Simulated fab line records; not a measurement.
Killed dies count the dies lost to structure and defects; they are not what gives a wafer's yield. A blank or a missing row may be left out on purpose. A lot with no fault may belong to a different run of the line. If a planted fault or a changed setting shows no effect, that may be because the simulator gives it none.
Problem report in the 8D (eight disciplines) form, filled by code | flow n5_finfet | the parts of the form that need people (team, actions taken, sign-off) are left out

== 1. WHAT IS WRONG ==
At N5_BEOL_M7_STRIP_19, chamber_pressure_mTorr averages 39.02 mTorr over 6 wafers from 2 lots, while fault-free wafers read 30.00 mTorr, standard deviation 0.032. So: +99 or more standard deviations from the usual mean.
The step: strips in O2.
Earliest sighting: wafer L884.4 on rie_diel-04 at day 11 19:39. At this step, 32 wafers from 11 lots have a number in the record. The rule behind "out" and "out of limits": a value lying over 4 standard deviations away from the usual mean. The rest of the wafers with a number are treated as sound.

== 2. WHAT THIS IS AND IS NOT ==
question                    | is                     | is not
which readings at this step | chamber_pressure_mTorr | oes_product_au, rf_vpp_V, showerhead_plenum_p_Torr
which lots                  | L883, L884             | L873, L874, L886, L887, L889, L890, L893, L895, L896
which wafers of those lots  | all that have a number | -
read on which tools         | rie_diel-04            | rie_diel-01, rie_diel-03
when                        | from day 11 19:39      | up to then (6 sound wafers); but 20 sound wafers of L886, L887, L889, L890, L893, L895, L896 came after

== 3. WHAT RULES OUT EACH SUSPECT ==
Counting: a tool at any process step up to the reading remains a suspect when it ran all the lots that are out and ran no sound lot after the first of those.
- rie_diel-04 at N5_BEOL_M7_STRIP_19 (strips in O2): kept. It processed each lot that is out, first L884 at day 11 19:39, and no sound lot thereafter; up to then, the last sound lot it processed was L874 at day 9 19:14. Its own readings are out on those wafers: chamber_pressure_mTorr.
Remaining after the count: rie_diel-04 at N5_BEOL_M7_STRIP_19.

== 4. THE CAUSE (what the simulator had put in) ==
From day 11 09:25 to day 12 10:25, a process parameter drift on rie_diel-04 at N5_BEOL_M7_STRIP_19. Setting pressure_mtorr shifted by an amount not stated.
Only this tool survived the counting.

== 5. THE EFFECT CHAIN, in route order ==
Each row: a reading where the mean over the struck wafers with a number is more than 3 standard deviations away from the usual. Readings are gone through only where the record gives a usual standard deviation; hours: the median, over the lots, of the time from a lot's start at the first step in this table giving one to that lot's start at this step; sigmas: the change measured in usual standard deviations.
hours | step                | reading                | usual       | on struck wafers | change | sigmas
0     | N5_BEOL_M7_STRIP_19 | chamber_pressure_mTorr | 30.00 mTorr | 39.02            | +9.02  | +99 or more
Its process steps:
- N5_BEOL_M7_STRIP_19: strips in O2.
At these later measuring or inspecting steps, every struck wafer for which the step has a row has a number for every such reading, and none has moved that far: N5_BEOL_M7_CD_MEAS_28.

== 6. HOW IT WOULD HAVE BEEN CAUGHT EARLIER ==
In this record no reading fell out of limits until day 11 19:39, 10 hours after the fault had begun at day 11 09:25.
